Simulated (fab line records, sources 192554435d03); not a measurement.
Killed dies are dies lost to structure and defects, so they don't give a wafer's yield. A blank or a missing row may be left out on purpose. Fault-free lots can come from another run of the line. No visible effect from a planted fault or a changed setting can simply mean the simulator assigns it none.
Split-lot study + flow n5_finfet + on a route of 1938 steps: 7 lots, 21 wafers read

== ABOUT THE SPLIT ==
At N5_MOL_CONTACT_COAG_CONTACT_ETCH_14 (etches SiO2 in C4F6/O2, target depth 27.5 nm, overetch 8.5 nm, time 20 s), the setting source_w was moved away from the recipe's 370 W on 10 of the 21 wafers read, by -10.5% to +15.8%. For the rest of the wafers, this setting stayed at what the recipe calls for.

The split's own step is where the reading is taken.

== THE READING ==
rf_vpp_V, in V, at N5_MOL_CONTACT_COAG_CONTACT_ETCH_14 (etches SiO2 in C4F6/O2, target depth 27.5 nm, overetch 8.5 nm, time 20 s). A value of 692.6 V with a standard deviation of 3 V is what fault-free wafers of this fab line usually give.

| wafer  | tool, chamber at the split | source_w as run, W | against the recipe | rf_vpp_V, V | against lot-mates on the recipe |
|--------|----------------------------|--------------------|--------------------|-------------|---------------------------------|
| L077.2 | rie_diel-03, 0             | 370                | recipe             | 689.6       | -                               |
| L077.4 | rie_diel-03, 3             | 370                | recipe             | 688.9       | -                               |
| L077.6 | rie_diel-03, 1             | 370                | recipe             | 690.7       | -                               |
| L078.1 | rie_diel-03, 2             | 422.9              | +14.3%             | 659.3       | -34.8                           |
| L078.5 | rie_diel-03, 2             | 370                | recipe             | 694.1       | -                               |
| L078.6 | rie_diel-03, 3             | 422.9              | +14.3%             | 665.0       | -29.1                           |
| L079.4 | rie_diel-02, 2             | 370                | recipe             | 696.5       | -                               |
| L079.5 | rie_diel-02, 1             | 370                | recipe             | 691.5       | -                               |
| L079.6 | rie_diel-02, 0             | 370                | recipe             | 691.1       | -                               |
| L082.1 | rie_diel-04, 3             | 389.2              | +5.2%              | 686.4       | -0.8                            |
| L082.4 | rie_diel-04, 0             | 370                | recipe             | 687.2       | -                               |
| L082.6 | rie_diel-04, 3             | 389.2              | +5.2%              | 685.6       | -1.6                            |
| L084.3 | rie_diel-02, 2             | 428.3              | +15.8%             | 672.2       | -17.8                           |
| L084.4 | rie_diel-02, 2             | 428.3              | +15.8%             | 670.1       | -19.9                           |
| L084.5 | rie_diel-02, 0             | 370                | recipe             | 690.0       | -                               |
| L086.2 | rie_diel-04, 2             | 370                | recipe             | 692.5       | -                               |
| L086.3 | rie_diel-04, 3             | 331                | -10.5%             | 721.5       | +29.0                           |
| L086.4 | rie_diel-04, 0             | 331                | -10.5%             | 721.8       | +29.3                           |
| L089.1 | rie_diel-03, 3             | 392.3              | +6.0%              | 679.2       | -13.3                           |
| L089.3 | rie_diel-03, 2             | 392.3              | +6.0%              | 671.4       | -21.1                           |
| L089.5 | rie_diel-03, 1             | 370                | recipe             | 692.5       | -                               |

FIT RESULTS
A straight line over all 21 wafers: rf_vpp_V changes by -1.97 V for each +1% of source_w; r = -0.94; the points scatter about the line by 5.3 V.
The same after taking each lot's own level away (the mean of its wafers on the recipe; 21 wafers): -1.96 V for each +1%; r = -0.93; scatter 6 V.
On that fit, the largest move of source_w shifts the reading by 31 V.
Measured against the standard deviation above, the lots' own levels, which go from 687.20 to 694.10 V, span 2.3 times it.
Hence the lot-to-lot level has little effect on the slope; both slopes agree.
Check: -31.8 V against its lot-mates is what the line predicts for one of the wafers moved furthest among these (+15.8%) when that wafer is left out of the fit. It came out at -17.8 V against them.
Tool readings at the split's step, against how far the setting was moved: rf_vpp_V r = -0.94.

== FURTHER SPLITS ON THESE WAFERS ==
These wafers also went through other splits before the reading. Each is held against what the fit with the lots' levels taken away leaves over:
| other split on the same wafers      | wafers away from the commonest value | r with rf_vpp_V (lot level and that fit taken away) |
|-------------------------------------|--------------------------------------|-----------------------------------------------------|
| N5_GATE_CUT_COAT_34 spin_rpm        | 5                                    | -0.22                                               |
| N5_MOL_CONTACT_COAG_ETCH_105 bias_w | 5                                    | +0.16                                               |

== THE FILE'S OWN FIT ==
rf_vpp_V changes by -1.87 V for each +1% of source_w, r = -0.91.
